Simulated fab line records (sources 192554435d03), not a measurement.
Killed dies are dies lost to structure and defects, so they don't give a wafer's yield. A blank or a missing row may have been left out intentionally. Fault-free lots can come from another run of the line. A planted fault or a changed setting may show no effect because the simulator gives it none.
Matching of chambers ; flow n5-finfet ; N5_BEOL_M5_STRIP_19 on rie-diel-05: 4 sister chambers
The step strips in O2. 14 wafers are shown with their chamber, then 7 later ones without.

## EACH WAFER AND ITS CHAMBER
wafer;chamber;drypump-motor-current-A (A);showerhead-plenum-p-Torr (Torr);oes-product-au (a.u.)
L080.2;1;5.6;2.15;0.70
L080.5;1;5.6;2.15;0.70
L080.6;0;5.2;2.03;0.84
L083.1;3;5.1;2.06;0.95
L083.4;2;6.2;2.13;0.82
L083.5;3;5.1;2.06;0.96
L085.1;1;5.6;2.15;0.69
L085.4;0;5.2;2.03;0.82
L085.5;0;5.2;2.03;0.81
L087.1;3;5.1;2.06;0.91
L087.5;2;6.2;2.13;0.81
L087.6;3;5.1;2.06;0.91
L093.2;0;5.3;2.02;0.81
L093.3;1;5.6;2.14;0.67

SIGNATURES (averages over the wafers above)
reading;chamber 0;chamber 1;chamber 2;chamber 3;scatter within a chamber
drypump-motor-current-A;5.225;5.600;6.200;5.100;0.0274
showerhead-plenum-p-Torr;2.0275;2.1475;2.1300;2.0600;0.00387
oes-product-au;0.8200;0.6900;0.8150;0.9325;0.0182
Rule: distance of a wafer from a chamber = root of the sum over the readings of ((wafer's reading minus chamber's mean) / reading's scatter) squared. The wafer belongs to the nearest chamber; if the next one is less than 2 further off, it can't be placed. The scatter is the square root of a quotient: the sum, over the shown wafers, of each reading's squared deviation from its chamber's mean, divided by wafers minus chambers.

## WAFERS WITHOUT THEIR CHAMBER
wafer;drypump-motor-current-A (A);showerhead-plenum-p-Torr (Torr);oes-product-au (a.u.)
L093.5;5.1;2.06;0.91
L095.1;5.2;2.02;0.80
L095.3;5.6;2.14;0.67
L095.5;6.2;2.12;0.79
L096.1;5.2;2.02;0.79
L096.5;5.1;2.05;0.89
L096.6;6.2;2.12;0.79

## EACH ONE'S CHAMBER
wafer;from the rows above;in truth
L093.5;3;3
L095.1;0;0
L095.3;1;1
L095.5;2;2
L096.1;0;0
L096.5;3;3
L096.6;2;2
Correct placement for 7 of the 7. Not placeable from these rows: 0. 0 placed wrongly.
